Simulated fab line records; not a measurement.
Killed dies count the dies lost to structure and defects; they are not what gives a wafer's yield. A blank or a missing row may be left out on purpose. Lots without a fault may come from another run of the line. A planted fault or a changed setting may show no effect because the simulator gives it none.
Chamber matching -- flow n5-finfet -- N5_FIN_SAQP_HM_DEP_03 on pecvd-04 has 3 sister chambers
The step deposits SiNx from SiH4/NH3/N2, target thk 38 nm, time 33.6 s. 6 wafers are shown with their chamber, then 7 later ones without.

EACH WAFER AND ITS CHAMBER
wafer,chamber,showerhead-plenum-p-Torr (Torr),throttle-valve-pct (%)
L078.1,0,5.23,37
L078.4,1,5.19,46
L082.1,0,5.22,37
L082.2,1,5.21,45
L085.1,2,5.01,45
L085.4,2,5.00,45

WAFERS MISSING THEIR CHAMBER
wafer,showerhead-plenum-p-Torr (Torr),throttle-valve-pct (%)
L085.6,5.02,45
L090.2,5.23,37
L090.4,5.20,46
L090.6,5.23,37
L093.1,5.23,37
L093.2,5.01,44
L093.4,5.23,37

CHAMBER TAKEN BY EACH
wafer,from the rows above,in truth
L085.6,2,2
L090.2,0,0
L090.4,1,1
L090.6,0,0
L093.1,0,0
L093.2,2,2
L093.4,0,0
Correct placement for 7 of the 7. Number that these rows cannot place: 0. Placed wrongly: 0.
How it was worked out, from the rows above alone: a wafer's distance from a chamber is the root of the sum, over the readings, of the square of ((its reading less the chamber's mean) divided by the reading's scatter). The wafer belongs to the nearest chamber; if the next one is less than 2 further off, it can't be placed. Each chamber's mean is taken over the wafers shown for it. How the scatter is found: for the shown wafers, subtract from each reading the mean of its chamber, square and add these, divide the total by (wafers less chambers), then take the root.
